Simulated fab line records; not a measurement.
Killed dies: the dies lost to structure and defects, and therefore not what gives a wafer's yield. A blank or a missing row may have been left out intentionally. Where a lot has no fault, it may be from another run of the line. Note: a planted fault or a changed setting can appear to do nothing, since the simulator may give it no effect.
Chamber matching -- flow n5Finfet -- rieDiel-03 running N5_SDB_STRIP_21: 4 sister chambers
The step strips in CF4. 16 wafers are shown with their chamber, then 8 later ones without.

== WAFERS, EACH WITH ITS CHAMBER ==
wafer,chamber,showerheadPlenumPTorr (Torr),throttleValvePct (%),oesProductAu (a.u.)
L074.2,1,1.86,13.51,0.73
L074.3,0,1.77,13.54,0.69
L074.6,3,1.78,13.87,0.71
L083.3,3,1.77,13.88,0.70
L083.5,1,1.85,13.55,0.73
L083.6,0,1.77,13.56,0.69
L085.1,0,1.77,13.58,0.68
L085.2,3,1.77,13.88,0.70
L085.3,1,1.85,13.56,0.72
L085.4,2,1.71,13.50,0.73
L085.5,1,1.85,13.55,0.72
L085.6,0,1.77,13.58,0.69
L087.2,0,1.77,13.58,0.69
L087.4,2,1.71,13.51,0.72
L087.5,0,1.77,13.58,0.69
L090.3,1,1.85,13.58,0.71

SIGNATURES, as means of the wafers listed above
reading,chamber 0,chamber 1,chamber 2,chamber 3,scatter within a chamber
showerheadPlenumPTorr,1.7700,1.8520,1.7100,1.7733,0.0035
throttleValvePct,13.5700,13.5500,13.5050,13.8767,0.0185
oesProductAu,0.6883,0.7220,0.7250,0.7033,0.00632
Rule: for each reading, subtract the chamber's mean from the wafer's reading, divide by that reading's scatter and square the result; add these up over the readings and take the root, which gives the wafer's distance from the chamber. The wafer belongs to the nearest chamber; if the next one is less than 2 further off, it can't be placed. The scatter: take each reading less its chamber's mean, square it, sum over the shown wafers, divide by the number of wafers less the number of chambers, and take the root.

== WAFERS WITHOUT THEIR CHAMBER ==
wafer,showerheadPlenumPTorr (Torr),throttleValvePct (%),oesProductAu (a.u.)
L090.5,1.77,13.92,0.69
L090.6,1.71,13.56,0.72
L095.2,1.77,13.94,0.69
L095.4,1.77,13.95,0.69
L095.6,1.85,13.59,0.71
L096.1,1.77,13.95,0.69
L096.5,1.77,13.95,0.68
L096.6,1.70,13.56,0.70

== WHICH CHAMBER EACH WENT THROUGH ==
wafer,from the rows above,in truth
L090.5,3,3
L090.6,2,2
L095.2,3,3
L095.4,3,3
L095.6,1,1
L096.1,3,3
L096.5,3,3
L096.6,2,2
Placed correctly: 8 of 8. Can't be placed from these rows: 0. 0 placed wrongly.
